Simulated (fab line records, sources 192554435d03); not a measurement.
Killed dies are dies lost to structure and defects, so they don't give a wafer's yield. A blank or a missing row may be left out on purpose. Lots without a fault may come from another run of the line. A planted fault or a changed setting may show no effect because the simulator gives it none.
fab line records | flow n5_finfet
record lots=7 wafers=21
route steps=1938 shown BEOL_M2@841 BEOL_M3@935 BEOL_M4@1031 BEOL_M5@1160
start_h: hours from the record's first day to the start of the lot's first wafer shown | wait_h: hours since the lot's step before | " the same as in the row above | L1.1+2: a row that stands for several wafers | - no value, or no start given | * or withheld: withheld | < > ~ a bound
route shown NAME@n: a module of which the file shows steps, and the number in the route of the first | usual: mean/standard deviation of fault-free wafers | same: alike in all rows | chamber/n: place in a boat | sites: the reading at each site | _std_site: their standard deviation | _edge_site: outer sites' mean less inner sites' | radius_mm: how far each site lies from the wafer's centre | mask NAME#n: copy n | behind: the tool/chamber that last shaped the wafer | hold: why the lot was held/for how many hours/how that ended | device: the transistor (n, p or np) that didn't switch | end of line: the same wafers' tests at the end of the route | a step without rows: its recipe alone | killed: dies lost to structure and defects at the first sort, not the wafer's yield | map: a wafer's dies, x killed, . not, _ none there
set.NAME: the setting as run; set.NAME@STEP: as run at that earlier step | model.NAME: the simulator's own value behind a step, which no gauge read
lots whose settings were changed on purpose; a table a step, a row a wafer
## steps
# step N5_BEOL_M2_ILD_DEP_00
# recipe material=SiOC target_thk_a=790 temp_c=350 precursor=DEMS/O2 pressure_torr=5 rf_w=500 time_s=15.3
# columns lot.wafer tool chamber start_h wait_h set.time_s model.SiOC_of_BEOL_M2_ILD_DEP_00.thk_nm
L080.1 pecvd-03 1 173.66 0.0 13.84 70.6
L080.2 " 0 " " 15.3 78.8
L080.4 " 2 " " 13.84 71
L084.2 pecvd-03 0 193.58 0.0 15.3 79.6
L084.4 " 2 " " 16.59 87
L084.5 " 0 " " 16.59 86.8
L085.2 pecvd-03 1 201.68 0.0 15.3 78.2
L085.5 " 0 " " 15.3 80.4
L085.6 " 1 " " 15.3 79.6
L090.2 pecvd-04 1 234.69 0.0 15.3 77
L090.4 " 1 " " 15.3 77.8
L090.5 " 0 " " 15.3 78.8
L094.1 pecvd-03 2 253.89 0.0 15.3 78.6
L094.4 " 1 " " 15.3 80.6
L094.5 " 0 " " 15.96 83
L093.1 pecvd-01 1 255.66 0.0 16.73 87.4
L093.3 " 2 " " 16.73 87
L093.6 " 0 " " 15.3 79.8
L095.1 pecvd-03 2 260.12 0.0 16.28 83.8
L095.2 " 0 " " 16.28 84.2
L095.4 " 1 " " 15.3 81.6
# step N5_BEOL_M2_THK_MEAS_01
# recipe reads=SiOC_of_BEOL_M2_ILD_DEP_00
# usual M2_ILD_THK=79.0/1.2
# columns lot.wafer tool chamber start_h wait_h set.time_s@BEOL_M2_ILD_DEP_00 M2_ILD_THK[nm]
L080.1 film_metro-02 - 173.73 0.0 13.84 70.5
L080.2 " - " " 15.3 78.8
L080.4 " - " " 13.84 71.0
L084.2 film_metro-02 - 193.67 0.1 15.3 79.7
L084.4 " - " " 16.59 87.0
L084.5 " - " " 16.59 86.8
L085.2 film_metro-02 - 201.75 0.1 15.3 78.2
L085.5 " - " " 15.3 80.4
L085.6 " - " " 15.3 79.5
L090.2 film_metro-02 - 234.76 0.1 15.3 77.1
L090.4 " - " " 15.3 77.7
L090.5 " - " " 15.3 78.9
L094.1 film_metro-02 - 253.96 0.0 15.3 78.6
L094.4 " - " " 15.3 80.6
L094.5 " - " " 15.96 83.0
L093.1 film_metro-01 - 255.73 0.0 16.73 87.4
L093.3 " - " " 16.73 87.0
L093.6 " - " " 15.3 79.8
L095.1 film_metro-01 - 260.19 0.0 16.28 83.8
L095.2 " - " " 16.28 84.1
L095.4 " - " " 15.3 81.6
# step N5_BEOL_M2_ETCH_70
# recipe chemistry=N2/H2 target=SOC target_depth_a=800 overetch_a=240 mask_material=SiARC temp_c=40 time_s=130 ion_energy_ev=200 pressure_mtorr=30 source_w=840 bias_w=150 n2_flow_sccm=200 h2_flow_sccm=200
# usual rf_vpp_V=525.1/2.4
# columns lot.wafer tool chamber start_h wait_h set.bias_w rf_vpp_V
L080.1 rie_diel-05 3 176.96 0.0 150 526.3
L080.2 " 1 " " 150 529.0
L080.4 " 2 " " 161.3 550.0
L084.2 rie_diel-01 2 198.88 0.0 150 524.7
L084.4 " 1 " " 150 528.1
L084.5 " 3 " " 150 523.4
L085.2 rie_diel-02 3 208.12 0.0 150 523.2
L085.5 " 0 " " 150 524.2
L085.6 " 1 " " 150 527.6
L090.2 rie_diel-05 2 237.98 0.0 150 526.2
L090.4 " 1 " " 150 526.7
L090.5 " 0 " " 150 521.9
L094.1 rie_diel-01 2 259.68 0.0 175.8 578.4
L094.4 " 2 " " 150 522.7
L094.5 " 1 " " 150 528.5
L093.1 rie_diel-05 2 270.57 0.0 150 527.1
L093.3 " 1 " " 150 526.7
L093.6 " 0 " " 150 521.4
L095.1 rie_diel-01 2 274.04 0.0 173.5 574.6
L095.2 " 1 " " 150 528.3
L095.4 " 0 " " 173.5 579.1
# step N5_BEOL_M3_COAT_61
# recipe resist=SOC temp_c=250 time_s=60 spin_rpm=1500 resist_thk_nm=60
# columns lot.wafer tool chamber start_h wait_h set.spin_rpm model.SOC_of_BEOL_M3_COAT_61.thk_nm
L080.1+2 litho_track-01 0 189.42 0.1 1500 60.2
L080.4 " 0 " " 1379 62.8
L084.2+4 litho_track-04 0 207.56 0.1 1500 59.8
L084.5 " 0 " " 1411 61.8
L085.2+5 litho_track-04 0 212.88 0.1 1500 60
L085.6 " 0 " " 1500 60.2
L090.2 litho_track-04 0 245.27 0.1 1500 60
L090.4 " 0 " " 1425 61.4
L090.5 " 0 " " 1425 61.2
L094.1+5 litho_track-04 0 264.17 0.1 1500 60
L094.4 " 0 " " 1500 60.2
L093.1 litho_track-01 0 274.95 0.1 1500 60.2
L093.3+6 " 0 " " 1624 58
L095.1 litho_track-04 0 281.23 0.1 1500 60
L095.2+4 " 0 " " 1500 60.2
# step N5_BEOL_M3_COAT_62
# recipe resist=SiARC temp_c=220 time_s=60 spin_rpm=1500 resist_thk_nm=12
# step N5_BEOL_M3_COAT_73
# recipe resist=underlayer temp_c=205 time_s=60 spin_rpm=1500 resist_thk_nm=5
# step N5_BEOL_M3_ETCH_74
# recipe chemistry=N2/H2 target=underlayer target_depth_a=65 mask_material=CAR-EUV time_s=5.2 ion_energy_ev=200 pressure_mtorr=30 source_w=840 bias_w=150 n2_flow_sccm=200 h2_flow_sccm=200 ends=cleared
# step N5_BEOL_M3_ETCH_63
# recipe chemistry=CF4 target=SiARC target_depth_a=156 mask_material=CAR-EUV time_s=26 ion_energy_ev=80 pressure_mtorr=40 source_w=545 bias_w=36 Ar_flow_sccm=100 cf4_flow_sccm=100 ends=cleared
# step N5_BEOL_M3_ETCH_64
# recipe chemistry=N2/H2 target=SOC target_depth_a=750 overetch_a=150 mask_material=SiARC temp_c=40 time_s=112.5 ion_energy_ev=200 pressure_mtorr=30 source_w=840 bias_w=150 n2_flow_sccm=200 h2_flow_sccm=200
# columns lot.wafer tool chamber start_h wait_h set.spin_rpm@BEOL_M3_COAT_61 model.etch.depth_nm
L080.1 rie_diel-06 3 190.01 0.0 1500 60.15
L080.2 " 1 " " 1500 60.22
L080.4 " 0 " " 1379 62.82
L084.2 rie_diel-04 3 208.17 0.0 1500 59.87
L084.4 " 3 " " 1500 59.86
L084.5 " 0 " " 1411 61.72
L085.2 rie_diel-03 0 213.48 0.0 1500 60.07
L085.5 " 0 " " 1500 59.93
L085.6 " 2 " " 1500 60.14
L090.2 rie_diel-04 2 246.03 0.0 1500 59.95
L090.4 " 3 " " 1425 61.5
L090.5 " 1 " " 1425 61.18
L094.1 rie_diel-04 1 264.65 0.0 1500 60.05
L094.4 " 1 " " 1500 60.19
L094.5 " 2 " " 1500 60.06
L093.1 rie_diel-04 2 275.55 0.0 1500 60.29
L093.3 " 3 " " 1624 58.06
L093.6 " 1 " " 1624 57.97
L095.1 rie_diel-03 2 282.14 0.0 1500 60.05
L095.2 " 3 " " 1500 60.14
L095.4 " 1 " " 1500 60.17
# step N5_BEOL_M4_EXPOSE_08
# recipe mask_id=M4 na=0.33 source_shape=dipole sigma_inner=0.369 sigma_outer=0.767 polarization=unpolarized dose_mj=41.25
# columns lot.wafer tool chamber start_h wait_h mask set.dose_mj
L080.1 euv_scanner-01 0 200.17 - M4#0 43.42
L080.2+4 " 0 " " M4#0 41.25
L084.2+4 euv_scanner-02 0 217.89 - M4#0 43.7
L084.5 " 0 " " M4#0 41.25
L085.2+5+6 euv_scanner-02 0 225.41 - M4#0 41.25
L090.2 euv_scanner-01 0 260.51 - M4#0 43.22
L090.4+5 " 0 " " M4#0 41.25
L094.1 euv_scanner-02 0 278.96 - M4#0 44.06
L094.4+5 " 0 " " M4#0 41.25
L093.1 euv_scanner-01 0 282.11 - M4#0 41.25
L093.3+6 " 0 " " M4#0 39.69
L095.1+2+4 euv_scanner-01 0 292.01 - M4#0 41.25
# step N5_BEOL_M4_PEB_09
# recipe peb_temp_c=100 peb_time_s=60 resist=CAR-EUV
# step N5_BEOL_M4_DEVELOP_10
# recipe develop_time_s=30 developer=TMAH resist=CAR-EUV rinse_liquid=surfactant_rinse dry=air_spin dev_temp_c=23
# step N5_BEOL_M4_CD_MEAS_11
# recipe target_cd_nm=16.79 landing_energy_ev=500 detector=se_inlens polarity=opening
# usual cd_nm=16.81/0.27
# columns lot.wafer tool chamber start_h wait_h set.dose_mj@BEOL_M4_EXPOSE_08 cd_nm
L080.1 cd_sem-01 0 200.30 - 43.42 17.98
L080.2 " 0 " " 41.25 16.74
L080.4 " 0 " " 41.25 16.60
L084.2 cd_sem-03 0 218.01 - 43.7 18.27
L084.4 " 0 " " 43.7 18.31
L084.5 " 0 " " 41.25 16.83
L085.2 cd_sem-03 0 225.53 - 41.25 17.24
L085.5 " 0 " " 41.25 17.48
L085.6 " 0 " " 41.25 16.86
L090.2 cd_sem-03 0 260.64 - 43.22 17.92
L090.4 " 0 " " 41.25 15.94
L090.5 " 0 " " 41.25 16.86
L094.1 cd_sem-03 0 279.09 - 44.06 18.07
L094.4 " 0 " " 41.25 16.90
L094.5 " 0 " " 41.25 16.99
L093.1 cd_sem-02 0 282.24 - 41.25 16.87
L093.3 " 0 " " 39.69 16.07
L093.6 " 0 " " 39.69 16.16
L095.1 cd_sem-03 0 292.14 - 41.25 16.85
L095.2 " 0 " " 41.25 16.74
L095.4 " 0 " " 41.25 16.58
# step N5_BEOL_M4_DESCUM_16
# recipe chemistry=O2 time_s=7 source_power_w=50 bias_power_w=20 pressure_mtorr=20 rf_frequency_hz=2.712e+07 temp_c=40 resist=CAR-EUV o2_flow_sccm=225
# step N5_BEOL_M4_ETCH_74
# recipe chemistry=N2/H2 target=underlayer target_depth_a=65 mask_material=CAR-EUV time_s=5.2 ion_energy_ev=200 pressure_mtorr=30 source_w=840 bias_w=150 n2_flow_sccm=200 h2_flow_sccm=200 ends=cleared
# columns lot.wafer tool chamber start_h wait_h set.dose_mj@BEOL_M4_EXPOSE_08 model.BEOL_M4.cd_offset_nm
L080.1 rie_diel-02 1 200.46 0.0 43.42 1.2
L080.2 " 2 " " 41.25 -0.2
L080.4 " 0 " " 41.25 0.2
L084.2 rie_diel-05 0 218.32 0.0 43.7 1.6
L084.4 " 2 " " 43.7 1.4
L084.5 " 3 " " 41.25 0.2
L085.2+5+6 rie_diel-01 3,3,0 225.98 0.0 41.25 0.2
L090.2 rie_diel-01 1 260.79 0.0 43.22 0.6
L090.4 " 3 " " 41.25 -0.6
L090.5 " 0 " " 41.25 -0.4
L094.1 rie_diel-02 1 279.80 0.0 44.06 1
L094.4 " 3 " " 41.25 0
L094.5 " 2 " " 41.25 0.2
L093.1 rie_diel-05 3 282.40 0.0 41.25 0.2
L093.3 " 2 " " 39.69 -0.8
L093.6 " 1 " " 39.69 -0.6
L095.1 rie_diel-01 2 292.42 0.0 41.25 0
L095.2+4 " 1,3 " " 41.25 -0.4
# step N5_BEOL_M4_ETCH_63
# recipe chemistry=CF4 target=SiARC target_depth_a=156 mask_material=CAR-EUV time_s=26 ion_energy_ev=80 pressure_mtorr=40 source_w=545 bias_w=36 Ar_flow_sccm=100 cf4_flow_sccm=100 ends=cleared
# columns lot.wafer tool chamber start_h wait_h set.dose_mj@BEOL_M4_EXPOSE_08 model.BEOL_M4.cd_offset_nm
L080.1 rie_diel-02 1 200.48 0.0 43.42 1.2
L080.2 " 2 " " 41.25 0
L080.4 " 0 " " 41.25 0.2
L084.2 rie_diel-05 0 218.33 0.0 43.7 1.6
L084.4 " 2 " " 43.7 1.4
L084.5 " 3 " " 41.25 0.2
L085.2 rie_diel-01 3 226.00 0.0 41.25 0.4
L085.5+6 " 3,0 " " 41.25 0.2
L090.2 rie_diel-01 1 260.81 0.0 43.22 0.6
L090.4 " 3 " " 41.25 -0.4
L090.5 " 0 " " 41.25 -0.2
L094.1 rie_diel-02 1 279.82 0.0 44.06 1
L094.4+5 " 3,2 " " 41.25 0.2
L093.1 rie_diel-05 3 282.41 0.0 41.25 0.2
L093.3+6 " 2,1 " " 39.69 -0.6
L095.1 rie_diel-01 2 292.43 0.0 41.25 0
L095.2+4 " 1,3 " " 41.25 -0.4
# step N5_BEOL_M4_ETCH_64
# recipe chemistry=N2/H2 target=SOC target_depth_a=750 overetch_a=225 mask_material=SiARC temp_c=40 time_s=121.9 ion_energy_ev=200 pressure_mtorr=30 source_w=840 bias_w=150 n2_flow_sccm=200 h2_flow_sccm=200
# usual rf_vpp_V=525.5/2.4
# columns lot.wafer tool chamber start_h wait_h set.bias_w rf_vpp_V
L080.1 rie_diel-02 1 200.51 0.0 150 528.2
L080.2 " 2 " " 150 528.7
L080.4 " 0 " " 164.1 555.4
L084.2 rie_diel-05 0 218.36 0.0 150 522.0
L084.4 " 2 " " 150 524.6
L084.5 " 3 " " 150 524.8
L085.2 rie_diel-01 3 226.03 0.0 150 523.6
L085.5 " 3 " " 150 523.3
L085.6 " 0 " " 150 528.2
L090.2 rie_diel-01 1 260.84 0.0 150 527.7
L090.4 " 3 " " 150 522.9
L090.5 " 0 " " 150 529.0
L094.1 rie_diel-02 1 279.85 0.0 150 526.7
L094.4 " 3 " " 150 524.0
L094.5 " 2 " " 150 527.3
L093.1 rie_diel-05 3 282.44 0.0 150 521.9
L093.3 " 2 " " 150 524.1
L093.6 " 1 " " 150 526.6
L095.1 rie_diel-01 2 292.46 0.0 150 523.3
L095.2 " 1 " " 123.4 465.0
L095.4 " 3 " " 150 524.9
# step N5_BEOL_M4_STRIP_65
# recipe chemistry=N2/H2 temp_c=40 n2_flow_sccm=200 h2_flow_sccm=200 rf_frequency_hz=6e+07
# step N5_BEOL_M4_STRIP_75
# recipe chemistry=N2/H2 temp_c=40 n2_flow_sccm=200 h2_flow_sccm=200 rf_frequency_hz=6e+07
# step N5_BEOL_M4_HM_OPEN_17
# recipe chemistry=Cl2/BCl3 target_depth_a=200 overetch_a=60 target=TiN mask_material=SOC ion_energy_ev=150 pressure_mtorr=10 icp_w=1000 bias_w=126 Cl2_flow_sccm=53.25 bcl3_flow_sccm=21.75 Ar_flow_sccm=25
# step N5_BEOL_M4_STRIP_19
# recipe chemistry=O2 power_w=400 temp_c=40 pressure_mtorr=30 rf_frequency_hz=6e+07 bias_power_w=0 overash_fraction=0.2 o2_flow_sccm=225
# step N5_BEOL_M4_CD_MEAS_18
# recipe pitch_nm=36 target_cd_nm=18
# usual cd_nm=18.1/0.41
# columns lot.wafer tool chamber start_h wait_h set.dose_mj@BEOL_M4_EXPOSE_08 cd_nm
L080.1 cd_sem-01 - 200.90 0.0 43.42 18.8
L080.2 " - " " 41.25 17.6
L080.4 " - " " 41.25 17.2
L084.2 cd_sem-01 - 218.72 0.1 43.7 20.3
L084.4 " - " " 43.7 19.5
L084.5 " - " " 41.25 18.2
L085.2 cd_sem-02 - 226.38 0.1 41.25 18.8
L085.5 " - " " 41.25 18.6
L085.6 " - " " 41.25 18.9
L090.2 cd_sem-01 - 261.20 0.1 43.22 19.1
L090.4 " - " " 41.25 17.8
L090.5 " - " " 41.25 18.0
L094.1 cd_sem-01 - 280.34 0.0 44.06 18.8
L094.4 " - " " 41.25 17.6
L094.5 " - " " 41.25 17.9
L093.1 cd_sem-01 - 282.94 0.0 41.25 18.4
L093.3 " - " " 39.69 17.6
L093.6 " - " " 39.69 17.6
L095.1 cd_sem-03 - 292.86 0.0 41.25 17.5
L095.2 " - " " 41.25 17.6
L095.4 " - " " 41.25 17.5
# step N5_BEOL_M4_COAT_67
# recipe resist=SOC temp_c=250 time_s=60 spin_rpm=1500 resist_thk_nm=60
# step N5_BEOL_M4_COAT_68
# recipe resist=SiARC temp_c=220 time_s=60 spin_rpm=1500 resist_thk_nm=12
# step N5_BEOL_M4_PRECLEAN_42
# recipe chemistry=residue_remover time_s=60 temp_c=40
# step N5_BEOL_M4_SRD_43
# recipe time_s=30 temp_c=23 rinse_liquid=diw dry=ipa_marangoni
# step N5_BEOL_M4_CD_MEAS_35
# recipe target_cd_nm=18 target_cd_y_nm=22.4 polarity=opening
# usual cd_nm=18.1/0.42
# columns lot.wafer tool chamber start_h wait_h set.dose_mj@BEOL_M4_EXPOSE_08 cd_nm
L080.1 cd_sem-03 - 208.63 0.0 43.42 19.5
L080.2 " - " " 41.25 18.4
L080.4 " - " " 41.25 17.3
L084.2 cd_sem-03 - 226.14 0.0 43.7 19.8
L084.4 " - " " 43.7 19.7
L084.5 " - " " 41.25 18.4
L085.2 cd_sem-02 - 233.78 0.0 41.25 18.8
L085.5 " - " " 41.25 18.8
L085.6 " - " " 41.25 18.8
L090.2 cd_sem-02 - 274.08 0.0 43.22 18.8
L090.4 " - " " 41.25 17.9
L090.5 " - " " 41.25 18.2
L094.1 cd_sem-03 - 283.81 0.0 44.06 18.9
L094.4 " - " " 41.25 17.6
L094.5 " - " " 41.25 17.8
L093.1 cd_sem-03 - 288.43 0.0 41.25 18.4
L093.3 " - " " 39.69 17.2
L093.6 " - " " 39.69 18.0
L095.1 cd_sem-02 - 295.53 0.0 41.25 17.8
L095.2 " - " " 41.25 17.3
L095.4 " - " " 41.25 17.3
# step N5_BEOL_M5_TRENCH_ETCH_37
# recipe chemistry=C4F6/O2 target_depth_a=716.52 target=SiCOH_lowk time_s=24.7 ion_energy_ev=250 pressure_mtorr=30 source_w=345 bias_w=185 Ar_flow_sccm=300 C4F6_flow_sccm=10 O2_flow_sccm=10
# columns lot.wafer tool chamber start_h wait_h set.source_w model.BEOL_M5.feature_depth_nm model.etch.depth_nm
L080.1 rie_diel-03 2 - - 379.2 75 75.03
L080.2 " 0 " " 345 72.4 72.5
L080.4 " 0 " " 379.2 76 75.9
L084.2 rie_diel-06 0 - - 345 71 70.98
L084.4 " 1 " " 387.5 75.2 75.13
L084.5 " 2 " " 345 71.6 71.51
L085.2 rie_diel-04 1 - - 345 68.4 68.31
L085.5 " 1 " " 345 68.4 68.49
L085.6 " 0 " " 345 72 72.01
L090.2 rie_diel-06 1 - - 326.6 70.8 70.85
L090.4 " 0 " " 345 74 73.97
L090.5 " 0 " " 345 73.6 73.54
L094.1 rie_diel-04 0 - - 345 70.8 70.85
L094.4 " 3 " " 345 72 72.03
L094.5 " 0 " " 300.7 67.2 67.22
L093.1 rie_diel-06 1 - - 345 72 72.02
L093.3 " 0 " " 298.3 69.2 69.2
L093.6 " 3 " " 345 71 70.96
L095.1 rie_diel-06 0 - - 396.3 79 78.91
L095.2 " 3 " " 345 71.6 71.66
L095.4 " 1 " " 345 72.8 72.86
## key
split step=N5_BEOL_M2_ILD_DEP_00 setting=time_s stated=15.3 by=wafer
response step=N5_BEOL_M2_ILD_DEP_00 reading=model.SiOC_of_BEOL_M2_ILD_DEP_00.thk_nm change=+0.767 per=1% r=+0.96
response step=N5_BEOL_M2_THK_MEAS_01 reading=M2_ILD_THK change=+0.765 per=1% r=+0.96
split step=N5_BEOL_M2_ETCH_70 setting=bias_w stated=150 by=wafer
response step=N5_BEOL_M2_ETCH_70 reading=rf_vpp_V change=+3.07 per=1% r=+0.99
split step=N5_BEOL_M3_COAT_61 setting=spin_rpm stated=1500 by=wafer
response step=N5_BEOL_M3_COAT_61 reading=model.SOC_of_BEOL_M3_COAT_61.thk_nm change=-0.297 per=1% r=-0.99
response step=N5_BEOL_M3_ETCH_64 reading=model.etch.depth_nm change=-0.3 per=1% r=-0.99
split step=N5_BEOL_M4_EXPOSE_08 setting=dose_mj stated=41.25 by=wafer
response step=N5_BEOL_M4_CD_MEAS_11 reading=cd_nm change=+0.227 per=1% r=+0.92
response step=N5_BEOL_M4_ETCH_74 reading=model.BEOL_M4.cd_offset_nm change=+0.197 per=1% r=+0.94
response step=N5_BEOL_M4_ETCH_63 reading=model.BEOL_M4.cd_offset_nm change=+0.179 per=1% r=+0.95
response step=N5_BEOL_M4_CD_MEAS_18 reading=cd_nm change=+0.227 per=1% r=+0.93
response step=N5_BEOL_M4_CD_MEAS_35 reading=cd_nm change=+0.216 per=1% r=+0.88
split step=N5_BEOL_M4_ETCH_64 setting=bias_w stated=150 by=wafer
response step=N5_BEOL_M4_ETCH_64 reading=rf_vpp_V change=+3.23 per=1% r=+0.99
split step=N5_BEOL_M5_TRENCH_ETCH_37 setting=source_w stated=345 by=wafer
response step=N5_BEOL_M5_TRENCH_ETCH_37 reading=model.BEOL_M5.feature_depth_nm change=+0.331 per=1% r=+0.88
response step=N5_BEOL_M5_TRENCH_ETCH_37 reading=model.etch.depth_nm change=+0.327 per=1% r=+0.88
